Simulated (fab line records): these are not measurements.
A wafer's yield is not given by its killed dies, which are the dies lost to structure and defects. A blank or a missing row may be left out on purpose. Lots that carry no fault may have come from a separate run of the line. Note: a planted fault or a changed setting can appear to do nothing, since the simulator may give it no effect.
Chamber matching -- flow nand_harc -- cmp-03 running NHARC_A_DECK1_JOINT_CMP_02: 4 sister chambers
The step polishes SiOx. 16 wafers are shown with their chamber, then 8 later ones without.

== WAFERS PAIRED WITH THEIR CHAMBERS ==
wafer,chamber,motor_current_A (A)
L758.3,0,11.2
L758.4,1,10.2
L758.6,1,11.3
L759.2,0,11.1
L759.3,2,12.2
L759.5,2,13.2
L760.1,3,10.5
L760.3,1,11.0
L760.6,1,10.9
L768.3,2,13.1
L768.4,0,11.5
L768.6,2,13.0
L769.1,1,11.2
L769.4,3,11.3
L769.5,3,11.0
L774.3,3,11.0

SIGNATURES (averages over the wafers above)
reading,chamber 0,chamber 1,chamber 2,chamber 3,scatter within a chamber
motor_current_A,11.267,10.920,12.875,10.950,0.386
Rule: for each reading, subtract the chamber's mean from the wafer's reading, divide by that reading's scatter and square the result; add these up over the readings and take the root, which gives the wafer's distance from the chamber. The wafer belongs to the nearest chamber; if the next one is less than 2 further off, it can't be placed. How the scatter is found: for the shown wafers, subtract from each reading the mean of its chamber, square and add these, divide the total by (wafers less chambers), then take the root.

== WAFERS WITHOUT THEIR CHAMBER ==
wafer,motor_current_A (A)
L774.4,10.4
L774.6,11.5
L775.1,12.5
L775.2,11.0
L775.4,11.1
L776.2,12.5
L776.3,10.7
L776.6,10.1

== CHAMBER TAKEN BY EACH ==
wafer,from the rows above,in truth
L774.4,can't be placed: 1 or 3 or 0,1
L774.6,can't be placed: 0 or 3 or 1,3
L775.1,2,2
L775.2,can't be placed: 3 or 1 or 0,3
L775.4,can't be placed: 3 or 0 or 1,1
L776.2,2,2
L776.3,can't be placed: 1 or 3 or 0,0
L776.6,can't be placed: 1 or 3 or 0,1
Placed correctly: 2 of 8. From these rows, 6 cannot be placed; in 6 the true chamber is one of the candidates. Wrongly placed: 0.
